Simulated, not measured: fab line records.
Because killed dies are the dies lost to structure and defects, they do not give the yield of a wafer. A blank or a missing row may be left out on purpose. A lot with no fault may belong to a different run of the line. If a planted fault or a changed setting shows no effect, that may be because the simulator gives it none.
Which tool is to blame? ; flow n5_finfet ; 24 lots, 72 wafers sampled, at 1 step of a route of 1938

## WHAT EACH GAUGE READ, for each wafer
N5_BEOL_M6_OVL_MEAS_29.
lot;measured;on;V5_OVL (nm)
L075;day 9 10:01;overlay-02;-0.6 0.3 -0.6
L074;day 9 12:44;overlay-01;0.2 0.2 0.5
L076;day 10 00:45;overlay-01;0.0 -0.4 0.3
L077;day 10 03:57;overlay-01;-1.3 -1.0 -0.4
L078;day 10 07:19;overlay-01;1.1 0.6 0.5
L081;day 10 16:58;overlay-02;0.1 0.2 -1.0
L082;day 11 05:11;overlay-01;-0.1 -0.6 0.6
L080;day 11 11:43;overlay-02;-0.1 -0.7 -0.2
L079;day 11 11:46;overlay-01;-2.1 -2.6 -1.7
L084;day 11 15:43;overlay-02;-0.4 -0.5 -0.7
L083;day 11 19:32;overlay-02;-0.4 0.1 0.4
L085;day 12 02:17;overlay-02;-0.8 0.2 -1.1
L086;day 12 02:20;overlay-01;0.1 -0.7 -1.0
L087;day 12 18:58;overlay-01;-0.2 -0.1 -0.6
L090;day 12 19:05;overlay-01;-0.6 -0.3 -0.7
L088;day 13 01:25;overlay-02;1.2 0.4 0.5
L089;day 13 06:47;overlay-01;0.3 1.2 1.8
L092;day 13 11:50;overlay-02;-1.3 -0.7 -0.3
L091;day 13 11:59;overlay-02;0.3 0.0 -0.1
L093;day 13 15:11;overlay-02;-0.1 -0.7 -0.1
L094;day 14 06:47;overlay-02;-1.5 -0.6 -0.1
L095;day 14 18:45;overlay-01;-0.7 -0.9 0.2
L097;day 14 21:38;overlay-02;-0.1 0.9 0.0
L096;day 15 01:11;overlay-02;-0.4 -0.4 -1.9

## TOOL THAT RAN EACH LOT (tool first, then ch and the chambers of the sampled wafers, then the start)
Before these readings, the record contains no process step.

## AS READ BY THE TOOLS THEMSELVES (means over the sampled wafers that have a number; for cases with no such wafer, the mark the record gives instead)
The record holds no such reading with a usual standard deviation.

## THE ANSWER, worked out from the rows above alone
Rule: what is usual is taken from the lots themselves. The widest of any qualifying gaps counts: lots, ordered by their means at a reading, are off when they make up no more than a third of the lots, leave a main group of 4 or more, and stand apart from it by 3 or more times the standard deviation of that group's means. Not used: any main group whose means are identical at the precision the tables above print for the reading. A lot without any number at a reading at which 4 lots or more have one is off too. The other lots that the step has rows for count as sound. The gauges are gone through in route order, then the tools' own readings, and for those a lot's mean is taken as printed above. The first step at which some lot is off is used, and at that step the reading that is off furthest; a lot without a number counts as furthest.
None of the lots is off at any reading shown; this tells nothing.

## WHAT THE SIMULATOR PUT IN
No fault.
